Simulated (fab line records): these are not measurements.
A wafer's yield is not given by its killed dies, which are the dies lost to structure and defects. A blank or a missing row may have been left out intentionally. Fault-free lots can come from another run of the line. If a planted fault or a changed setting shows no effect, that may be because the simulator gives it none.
Lot-split experiment || flow n5Finfet || 21 wafers read across 7 lots, on a route 1938 steps long

== SPLIT DETAILS ==
At N5_BEOL_M1_TRENCH_ETCH_37 (etches SiOC in C4F6/O2, target depth 55.207 nm, time 29 s), the setting sourceW was moved away from the recipe's 355 W on 5 of the 21 wafers read, by -13.0% to +16.5%. All remaining wafers had this setting at the recipe value.

The reading comes from the split's own step.

== THE READING ==
rfVppV, in V, at N5_BEOL_M1_TRENCH_ETCH_37 (etches SiOC in C4F6/O2, target depth 55.207 nm, time 29 s). A value of 669 V with a standard deviation of 5.2 V is what fault-free wafers of this fab line usually give.

{"wafer": "L074.1", "tool, chamber at the split": "rieDiel-06, 0", "sourceW as run, W": 355, "against the recipe": "recipe", "rfVppV, V": 670, "against lot-mates on the recipe": "-"}
{"wafer": "L074.4", "tool, chamber at the split": "rieDiel-06, 1", "sourceW as run, W": 387.4, "against the recipe": "+9.1%", "rfVppV, V": 649, "against lot-mates on the recipe": -22}
{"wafer": "L074.5", "tool, chamber at the split": "rieDiel-06, 0", "sourceW as run, W": 355, "against the recipe": "recipe", "rfVppV, V": 671, "against lot-mates on the recipe": "-"}
{"wafer": "L084.1", "tool, chamber at the split": "rieDiel-06, 2", "sourceW as run, W": 308.9, "against the recipe": "-13.0%", "rfVppV, V": 723, "against lot-mates on the recipe": "+51"}
{"wafer": "L084.2", "tool, chamber at the split": "rieDiel-06, 3", "sourceW as run, W": 355, "against the recipe": "recipe", "rfVppV, V": 672, "against lot-mates on the recipe": "-"}
{"wafer": "L084.5", "tool, chamber at the split": "rieDiel-06, 2", "sourceW as run, W": 308.9, "against the recipe": "-13.0%", "rfVppV, V": 723, "against lot-mates on the recipe": "+51"}
{"wafer": "L087.3", "tool, chamber at the split": "rieDiel-02, 0", "sourceW as run, W": 355, "against the recipe": "recipe", "rfVppV, V": 668, "against lot-mates on the recipe": "-"}
{"wafer": "L087.5", "tool, chamber at the split": "rieDiel-02, 0", "sourceW as run, W": 355, "against the recipe": "recipe", "rfVppV, V": 667, "against lot-mates on the recipe": "-"}
{"wafer": "L087.6", "tool, chamber at the split": "rieDiel-02, 3", "sourceW as run, W": 355, "against the recipe": "recipe", "rfVppV, V": 661, "against lot-mates on the recipe": "-"}
{"wafer": "L086.2", "tool, chamber at the split": "rieDiel-04, 0", "sourceW as run, W": 413.7, "against the recipe": "+16.5%", "rfVppV, V": 617, "against lot-mates on the recipe": -51}
{"wafer": "L086.5", "tool, chamber at the split": "rieDiel-04, 1", "sourceW as run, W": 355, "against the recipe": "recipe", "rfVppV, V": 668, "against lot-mates on the recipe": "-"}
{"wafer": "L086.6", "tool, chamber at the split": "rieDiel-04, 2", "sourceW as run, W": 413.7, "against the recipe": "+16.5%", "rfVppV, V": 621, "against lot-mates on the recipe": -47}
{"wafer": "L089.2", "tool, chamber at the split": "rieDiel-06, 2", "sourceW as run, W": 355, "against the recipe": "recipe", "rfVppV, V": 673, "against lot-mates on the recipe": "-"}
{"wafer": "L089.4", "tool, chamber at the split": "rieDiel-06, 3", "sourceW as run, W": 355, "against the recipe": "recipe", "rfVppV, V": 671, "against lot-mates on the recipe": "-"}
{"wafer": "L089.6", "tool, chamber at the split": "rieDiel-06, 2", "sourceW as run, W": 355, "against the recipe": "recipe", "rfVppV, V": 673, "against lot-mates on the recipe": "-"}
{"wafer": "L093.1", "tool, chamber at the split": "rieDiel-04, 2", "sourceW as run, W": 355, "against the recipe": "recipe", "rfVppV, V": 671, "against lot-mates on the recipe": "-"}
{"wafer": "L093.2", "tool, chamber at the split": "rieDiel-04, 3", "sourceW as run, W": 355, "against the recipe": "recipe", "rfVppV, V": 660, "against lot-mates on the recipe": "-"}
{"wafer": "L093.4", "tool, chamber at the split": "rieDiel-04, 0", "sourceW as run, W": 355, "against the recipe": "recipe", "rfVppV, V": 666, "against lot-mates on the recipe": "-"}
{"wafer": "L094.3", "tool, chamber at the split": "rieDiel-04, 0", "sourceW as run, W": 355, "against the recipe": "recipe", "rfVppV, V": 667, "against lot-mates on the recipe": "-"}
{"wafer": "L094.4", "tool, chamber at the split": "rieDiel-04, 1", "sourceW as run, W": 355, "against the recipe": "recipe", "rfVppV, V": 667, "against lot-mates on the recipe": "-"}
{"wafer": "L094.5", "tool, chamber at the split": "rieDiel-04, 3", "sourceW as run, W": 355, "against the recipe": "recipe", "rfVppV, V": 661, "against lot-mates on the recipe": "-"}

THE FIT
A straight line over all 21 wafers: rfVppV changes by -3.37 V for each +1% of sourceW; r = -0.97; the points scatter about the line by 5.9 V.
The same after taking each lot's own level away (the mean of its wafers on the recipe; 21 wafers): -3.28 V for each +1%; r = -0.98; scatter 4.2 V.
Per that fit: largest sourceW move, reading shift of 54 V.
Measured against the standard deviation above, the lots' own levels, which go from 665.0 to 672.3 V, span 1.4 times it.
Hence the lot-to-lot level has little effect on the slope; both slopes agree.
Check: for one of the wafers moved furthest among these (+16.5%), held out of the fit, the line's prediction against its lot-mates is -53.1 V. Against them it came out at -51 V.
Tool readings at the split's step, against how far the setting was moved: rfVppV r = -0.97.

== OTHER SPLITS ON THESE WAFERS ==
Before the reading, these wafers also passed through other splits. Each is held against what the fit with the lots' levels taken away leaves over:
{"other split on the same wafers": "N5_BEOL_M0_SAQP_SPACER2_ALD_26 targetThkA", "wafers away from the commonest value": 8, "r with rfVppV (lot level and that fit taken away)": "+0.09"}
{"other split on the same wafers": "N5_BEOL_M0_CUTY_ETCH_63 sourceW", "wafers away from the commonest value": 9, "r with rfVppV (lot level and that fit taken away)": "+0.09"}
{"other split on the same wafers": "N5_BEOL_M1_VIA_ETCH_34 timeS", "wafers away from the commonest value": 8, "r with rfVppV (lot level and that fit taken away)": "+0.10"}

== THE FILE'S OWN FIT ==
rfVppV changes by -3.17 V for each +1% of sourceW, r = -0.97.
